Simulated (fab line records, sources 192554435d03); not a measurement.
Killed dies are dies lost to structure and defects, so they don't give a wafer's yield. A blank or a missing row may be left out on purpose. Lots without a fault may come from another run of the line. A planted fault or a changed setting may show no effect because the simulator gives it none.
A struck lot beside a sound one | flow n5_finfet | 21 steps out of a route of 1938
Sound: wafers L135.2, L135.3, L135.6. Struck: wafers L144.3, L144.4, L144.6. The cause comes at the end.
At each step with rows: each side's tool, then ch and its chambers, then its first start. Under that, the readings that differ: sound wafers | struck wafers | difference of the means | sigmas: that difference in standard deviations of wafers without a fault.
alike: readings whose means differ by less than 2 such deviations, and words and numbers that are the same on both sides. not compared: withheld readings, readings that some wafer has no value for, bounds like >300 that may hide the same value, and numbers for which the record gives no deviation and whose values overlap.
The two part at a step that has a row with sigmas, a row that says differs or no value, or rows on one side only. Numbers that don't overlap but have no deviation are shown without sigmas and don't part them. A reading that every wafer of one side lacks parts them only if that side has two wafers or more.

first, 10 steps without rows for these wafers: N5_FIN_SAQP_SRD_01 (time 30 s); N5_FIN_SAQP_ALD_61 (deposits SiO2, target thk 4 nm, pulse time 1 s, purge time 2 s); N5_FIN_SAQP_DENSIFY_62 (time 60 s); N5_FIN_SAQP_HM_DEP_03 (deposits SiNx from SiH4/NH3/N2, target thk 38 nm, time 33.6 s); N5_FIN_SAQP_PECVD_47 (deposits a-Si from SiH4/He, target thk 45 nm, time 36.3 s); N5_FIN_SAQP_PECVD_48 (deposits SiNx from SiH4/NH3/N2, target thk 25 nm, time 22.1 s); N5_FIN_SAQP_PECVD_06 (deposits a-Si from SiH4/He, target thk 60 nm, time 48.1 s); N5_FIN_SAQP_HM_DEP_72 (deposits SiO2 from SiH4/N2O, target thk 12 nm, time 7.2 s); N5_FIN_SAQP_COAT_49 (time 60 s, resist thk 100 nm); N5_FIN_SAQP_COAT_50 (time 60 s, resist thk 35 nm).
N5_FIN_SAQP_COAT_10: resist thk 90 nm.
  sound on litho_track-03 ch 0, day 2 22:00; struck on litho_track-03 ch 0, day 5 04:43
  reading                                       | sound                | struck               | difference | sigmas
  spin_speed_rpm (rpm)                          | 1499.9 1497.0 1500.3 | 2058.0 2059.9 2061.0 | +560.6     | +99 or more
  model.CAR-ArF_of_FIN_SAQP_COAT_10.thk_nm (nm) | 89.8 90 89.97        | 76.95 76.5 76.78     | -13.18     |
then, 6 steps without rows for these wafers: N5_FIN_SAQP_EBR_12; N5_FIN_SAQP_SOFTBAKE_11 (time 60 s); N5_FIN_SAQP_EXPOSE_13 (exposes mask FIN CORE, target cd 35.6 nm); N5_FIN_SAQP_PEB_14 (peb time 60 s); N5_FIN_SAQP_DEVELOP_15 (develop time 30 s); N5_FIN_SAQP_DESCUM_21 (chemistry O2, time 7.9 s).
N5_FIN_SAQP_ETCH_51: etches SiARC in CF4, target depth 45.5 nm, time 75.8 s.
  sound on rie_diel-04 ch 2,3, day 2 22:22; struck on rie_diel-01 ch 2,3, day 5 05:08
  reading                                       | sound             | struck            | difference | sigmas
  model.CAR-ArF_of_FIN_SAQP_COAT_10.thk_nm (nm) | 50.75 50.93 50.88 | 37.82 37.43 37.71 | -13.20     |
  alike: chamber_pressure_mTorr, drypump_motor_current_A, etch_rf_on_time_s, oes_product_au, rf_fwd_power_W, rf_vpp_V, showerhead_plenum_p_Torr, throttle_valve_pct
  not compared: rf_hours_counter_h
then, 1 step without rows for these wafers: N5_FIN_SAQP_ETCH_52 (etches SOC in N2/H2, target depth 100 nm, overetch 20 nm, time 150 s).
-- the record jumps here: 8 days lie between the struck wafers' starts before and after (it left off in module FIN_SAQP and takes up again in module BEOL_M4, whose first step shown is number 1111 of the route) --
N5_BEOL_M4_RC_MEAS_101:
  sound on prober-01 ch 0, day 10 00:03; struck on prober-02 ch 0, day 13 16:31
  reading       | sound       | struck      | difference | sigmas
  ION_P (uA/um) | 466 474 469 | 455 453 449 | -17        | -2
  alike: DIBL_N, DIBL_P, IOFF_N, IOFF_P, ION_N, SS_N, SS_P, VT_N, VT_P
then, 1 step without rows for these wafers: N5_PASSIVATION_PROBE_49.

WHERE THEY PART
First at N5_FIN_SAQP_COAT_10; last, within this record, at N5_BEOL_M4_RC_MEAS_101.

WHY: what the simulator had put in
Process parameter drift: litho_track-03, from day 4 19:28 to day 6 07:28, at N5_FIN_SAQP_COAT_10. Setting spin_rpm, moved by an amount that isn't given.
